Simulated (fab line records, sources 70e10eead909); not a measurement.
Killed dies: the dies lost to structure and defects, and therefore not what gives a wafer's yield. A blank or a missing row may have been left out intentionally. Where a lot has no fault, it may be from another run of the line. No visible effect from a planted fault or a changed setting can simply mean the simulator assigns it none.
A struck lot beside a sound one :: flow nand-harc :: 14 steps out of a route of 1159
Sound: these wafers, L297.2, L297.3, L297.4. Struck: wafer L306.4; the same lot's L306.2 was not struck, so it is left out; see the end for the cause.
Order at every step that has rows: each side's tool, ch and its chambers, its first start. Under that, the readings that differ: sound wafers :: struck wafers :: difference of the means :: sigmas: that difference in standard deviations of wafers without a fault.
alike: same words and numbers on both sides, and readings whose means sit less than 2 such deviations apart. not compared: any withheld reading, any reading some wafer has no value for, any bound like >300 that may hide the same value, and any number with overlapping values for which the record gives no deviation.
Wherever a step has rows on one side only, a row that says differs or no value, or a row with sigmas, the two part there. Numbers that don't overlap but have no deviation are shown without sigmas and don't part them. Lack of a reading on every wafer of one side parts them only where that side has two or more wafers.

first, 2 steps without rows for these wafers: NHARC_A_WL_FILL_ANNEAL_08 (time 1800 s); NHARC_A_WL_FILL_ALD_10 (deposits SiO2, target thk 50 nm, pulse time 10 s, ald cycles 500).
NHARC_A_WL_FILL_ETCHBACK_16: etches the open film in C4F8/O2/Ar, target depth 88 nm, time 17.6 s.
  sound: rie-diel-10 ch 1,2,3; struck: rie-diel-12 ch 1
reading: oes-product-au (a.u.)
sound: 0.99 1.00 1.00
struck: 0.93
difference: -0.07
sigmas: -2

reading: rf-hours-counter-h (h)
sound: 3.4 2.8 2.7
struck: 0.9
difference: -2.1
sigmas: 
  alike: rf-vpp-V
NHARC_A_WL_FILL_STRIP_29: strips in O2, time 20 s.
  sound on rie-diel-10 ch 0,2,3, day 17 16:42; struck on rie-diel-12 ch 1, day 19 07:57
reading: rf-hours-counter-h (h)
sound: 3.4 3.5 2.7
struck: 0.9
difference: -2.3
sigmas: 
  alike: drypump-motor-current-A, oes-product-au, rf-vpp-V, showerhead-plenum-p-Torr, throttle-valve-pct
NHARC_A_WL_FILL_ETCHBACK_17: etches the open film in Cl2/BCl3, target depth 4 nm, time 26.7 s.
  sound on rie-metal-03 ch 0,1, day 17 16:47; struck on rie-metal-01 ch 1, day 19 08:03
  alike: drypump-motor-current-A, oes-product-au
  not compared: rf-hours-counter-h
then, 3 steps without rows for these wafers: NHARC_A_WL_FILL_PRECLEAN_18 (cleans in dHF, time 30 s); NHARC_A_WL_FILL_SRD_21; NHARC_A_WL_FILL_CVD_23 (deposits poly-Si, target thk 40 nm, time 800 s).
NHARC_A_WL_FILL_ETCHBACK_26: etches the open film in HBr, target depth 52 nm, time 13.3 s.
  sound on rie-si-05 ch 1,2,3, day 17 22:13; struck on rie-si-04 ch 1, day 19 13:05
  alike: drypump-motor-current-A, oes-product-au, throttle-valve-pct
  not compared: rf-hours-counter-h
then, 2 steps without rows for these wafers: NHARC_A_WL_FILL_PRECLEAN_30 (cleans in dHF, time 10 s); NHARC_A_WL_FILL_SRD_14.
NHARC_A_WL_FILL_ALD_19: deposits TiN, target thk 2 nm, pulse time 3 s, ald cycles 100.
  sound on ald-metal-02 ch 0,1,3, day 17 22:31; struck on ald-metal-02 ch 1, day 19 13:22
reading: ald-cycles
sound: 100 100 100
struck: 114
difference: +14
sigmas: 
  alike: heater-power-outer-w, heater-power-w, precursor-pulse-height-rel
NHARC_A_WL_FILL_CVD_20: deposits W, target thk 75 nm, time 5064 s.
  sound: cvd-w-02 ch 0,1; struck: cvd-w-01 ch 0
reading: heater-power-outer-w (W)
sound: 273 272 266
struck: 350
difference: +80
sigmas: +3

reading: heater-power-w (W)
sound: 489 485 448
struck: 590
difference: +116
sigmas: +2
  alike: throttle-valve-pct
then, 1 step without rows for these wafers: NHARC_END_SORT_01.

== WHERE THEY PART ==
Last at NHARC_A_WL_FILL_CVD_20 as far as this record goes, first at NHARC_A_WL_FILL_ETCHBACK_16.

WHY: what the simulator had put in
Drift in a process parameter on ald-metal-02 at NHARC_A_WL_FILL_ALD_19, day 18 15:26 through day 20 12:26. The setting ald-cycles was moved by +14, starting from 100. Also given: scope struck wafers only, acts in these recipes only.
